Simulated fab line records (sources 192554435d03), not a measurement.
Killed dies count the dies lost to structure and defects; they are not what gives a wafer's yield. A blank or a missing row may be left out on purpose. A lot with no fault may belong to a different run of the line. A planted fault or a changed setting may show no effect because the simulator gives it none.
A struck lot beside a sound one -- flow n5 finfet -- 20 steps out of a route of 1938
Sound: the wafers L454.2, L454.3, L454.5. Struck: wafer L459.4. (L459.5 of the same lot was not struck and is left out.) The cause comes at the end.
For every step that has rows: the tool of each side, followed by ch and its chambers, followed by its first start. Under that, the readings that differ: sound wafers -- struck wafers -- difference of the means -- sigmas: that difference in standard deviations of wafers without a fault.
alike: same words and numbers on both sides, and readings whose means sit less than 2 such deviations apart. not compared: any withheld reading, any reading some wafer has no value for, any bound like >300 that may hide the same value, and any number with overlapping values for which the record gives no deviation.
Wherever a step has rows on one side only, a row that says differs or no value, or a row with sigmas, the two part there. When numbers do not overlap yet have no deviation, they are printed without sigmas and do not part them. Lack of a reading on every wafer of one side parts them only where that side has two or more wafers.

first, 6 steps without rows for these wafers: N5_BEOL_M0_SAQP_COAT_34 (resist thk 30 nm); N5_BEOL_M0_SAQP_EBR_36; N5_BEOL_M0_SAQP_SOFTBAKE_35 (time 60 s); N5_BEOL_M0_SAQP_EXPOSE_37 (exposes mask M0 CUT1, target cd 30 nm); N5_BEOL_M0_SAQP_PEB_38 (peb time 60 s); N5_BEOL_M0_SAQP_DEVELOP_39 (develop time 30 s).
N5_BEOL_M0_SAQP_CD_MEAS_40 targets a cd of 30 nm.
  sound on cd sem-02 ch 0, day 6 20:22; struck on cd sem-03 ch 0, day 8 03:02
  alike: cd nm
N5_BEOL_M0_SAQP_OVL_MEAS_41:
  sound on overlay-01 ch 0, day 6 20:24; struck on overlay-01 ch 0, day 8 03:05
  alike: M0_CUT1_OVL
N5_BEOL_M0_SAQP_INSPECT_42: inspects for defects (brightfield).
  sound on defect inspect-02, day 6 20:28; struck on defect inspect-02, day 8 03:08
  alike: raw defect count
N5_BEOL_M0_SAQP_DESCUM_45: chemistry O2, time 7 s.
  sound on rie diel-06 ch 0,2,3, day 6 20:29; struck on rie diel-01 ch 3, day 8 03:11
reading,sound,struck,difference,sigmas
drypump motor current A (A),5.44 5.89 5.79,5.14,-0.57,-2
  alike: oes product au, rf vpp V, showerhead plenum p Torr, throttle valve pct
  not compared: rf hours counter h
N5_BEOL_M0_SAQP_ETCH_88: etches underlayer in N2/H2, target depth 6.5 nm, time 5.2 s.
  sound on rie diel-06 ch 0,2,3, day 6 20:31; struck on rie diel-01 ch 3, day 8 03:12
reading,sound,struck,difference,sigmas
drypump motor current A (A),5.47 5.90 5.81,5.20,-0.53,-2
etch rf on time s (s),5.05 5.12 5.27,5.46,+0.31,+3
  alike: oes product au, rf vpp V, showerhead plenum p Torr, throttle valve pct
  not compared: rf hours counter h
N5_BEOL_M0_SAQP_ETCH_73: etches SiARC in CF4, target depth 19.5 nm, time 32.5 s.
  sound on rie diel-06 ch 0,2,3, day 6 20:32; struck on rie diel-01 ch 3, day 8 03:14
reading,sound,struck,difference,sigmas
drypump motor current A (A),5.41 5.90 5.77,5.16,-0.53,-2
  alike: etch rf on time s, oes product au, rf vpp V, showerhead plenum p Torr, throttle valve pct
  not compared: rf hours counter h
N5_BEOL_M0_SAQP_CUT_ETCH_46: etches SOC in N2/H2, target depth 135 nm, overetch 27 nm, time 202.5 s.
  sound on rie diel-06 ch 0,2,3, day 6 20:34; struck on rie diel-01 ch 3, day 8 03:19
reading,sound,struck,difference,sigmas
drypump motor current A (A),5.48 5.89 5.76,5.16,-0.55,-2
model.SiARC_of_BEOL_M0_SAQP_COAT_72.thk nm (nm),5 4.6 5.2,3,-2,
model.BEOL_M0_SAQP.cd nm (nm),29.8 29.8 29.6,30.6,+0.9,
  alike: rf vpp V, showerhead plenum p Torr, throttle valve pct
  not compared: rf hours counter h
then, 2 steps without rows for these wafers: N5_BEOL_M0_SAQP_STRIP_74 (strips in N2/H2); N5_BEOL_M0_SAQP_STRIP_89 (strips in N2/H2).
N5_BEOL_M0_SAQP_ALD_48: deposits SiO2, target thk 20 nm, pulse time 1 s, co reactant pulse time 1 s.
  sound on ald sin-03 ch 1,2, day 6 20:46; struck on ald sin-02 ch 1, day 8 03:26
reading,sound,struck,difference,sigmas
precursor pulse height rel,0.999 0.991 0.986,0.948,-0.044,-2
  alike: heater power w
N5_BEOL_M0_SAQP_ETCH_49: etches SiO2 in CF4/O2, target depth 37 nm.
  sound on rie diel-06 ch 2,3, day 6 21:18; struck on rie diel-06 ch 3, day 8 03:58
reading,sound,struck,difference,sigmas
model.BEOL_M0_SAQP.cd nm (nm),29.8 30 29.6,30.6,+0.8,
  alike: drypump motor current A, oes product au, rf vpp V, showerhead plenum p Torr, throttle valve pct
  not compared: rf hours counter h
N5_BEOL_M0_SAQP_STRIP_75: strips in CF4.
  sound on rie diel-06 ch 2,3, day 6 21:24; struck on rie diel-06 ch 3, day 8 04:04
  alike: drypump motor current A, oes product au, rf vpp V, showerhead plenum p Torr, throttle valve pct
  not compared: rf hours counter h
N5_BEOL_M4_RC_MEAS_101:
  sound on prober-01 ch 0, day 9 00:02; struck on prober-02 ch 0, day 10 03:32
reading,sound,struck,difference,sigmas
DIBL_N (mV/V),36.8 32.6 35.9,39.5,+4.4,+3
DIBL_P (mV/V),37.6 32.0 35.8,39.7,+4.6,+2
IOFF_N (nA/um),0.17 0.10 0.16,0.24,+0.10,+3
IOFF_P (nA/um),0.22 0.15 0.20,0.32,+0.13,+3
VT_P (mV),-249 -252 -250,-243,+7,+2
  alike: ION_N, ION_P, SS_N, SS_P, VT_N
-- a jump in the record: the struck wafers' starts before and after are 5 days apart (it breaks off in module BEOL_M4 and resumes in module PASSIVATION, where the first step shown is number 1936 of the route) --
N5_PASSIVATION_PROBE_49:
  only the struck wafers here have rows in the record (prober-01, day 14 17:19); the sound ones have none

WHERE THEY PART
First at N5_BEOL_M0_SAQP_DESCUM_45; last, within this record, at N5_PASSIVATION_PROBE_49.

WHY: the cause the simulator had injected
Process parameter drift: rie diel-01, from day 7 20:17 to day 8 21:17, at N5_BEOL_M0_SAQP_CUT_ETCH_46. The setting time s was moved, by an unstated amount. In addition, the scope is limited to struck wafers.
